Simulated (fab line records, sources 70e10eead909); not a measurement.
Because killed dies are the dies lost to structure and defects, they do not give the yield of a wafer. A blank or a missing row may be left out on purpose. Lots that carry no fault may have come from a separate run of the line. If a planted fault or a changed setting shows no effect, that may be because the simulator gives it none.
The tool behind it: which one?    flow nand_harc    18 wafers sampled from 6 lots at 1 step of a route of 1302

== WHAT EACH GAUGE READ, for each wafer ==
NHARC_A_CONTACT_OVL_MEAS_70.
lot   measured      on          overlay_x_nm (nm)
L912  day 23 04:05  overlay-01  0.8 0.7 0.9
L915  day 23 17:37  overlay-02  -0.3 0.1 0.9
L922  day 26 18:22  overlay-02  0.2 -0.4 -0.8
L924  day 27 13:45  overlay-01  1.6 1.5 1.8
L929  day 29 18:22  overlay-01  -0.8 -0.7 -0.8
L931  day 30 20:17  overlay-01  0.3 0.1 0.0

== WHICH TOOL RAN EACH LOT (tool, then ch and the chambers of the sampled wafers, then the start) ==
Before these readings, the record contains no process step.

== THE ANSWER, worked out from the rows above alone ==
Rule: usual is defined by the lots themselves. Put in order of their means at a reading, lots are off if they are a third of the lots or fewer, leave a main group of 4 or more, and stand apart from it by a gap of 3 or more times the standard deviation of the main group's means; of several such gaps the widest counts. A main group is skipped when, at the precision printed for the reading in the tables above, its means are all equal. A lot without any number at a reading at which 4 lots or more have one is off too. The other lots that the step has rows for count as sound.
None of the lots is off at any reading shown; this tells nothing.

== WHAT THE SIMULATOR PUT IN ==
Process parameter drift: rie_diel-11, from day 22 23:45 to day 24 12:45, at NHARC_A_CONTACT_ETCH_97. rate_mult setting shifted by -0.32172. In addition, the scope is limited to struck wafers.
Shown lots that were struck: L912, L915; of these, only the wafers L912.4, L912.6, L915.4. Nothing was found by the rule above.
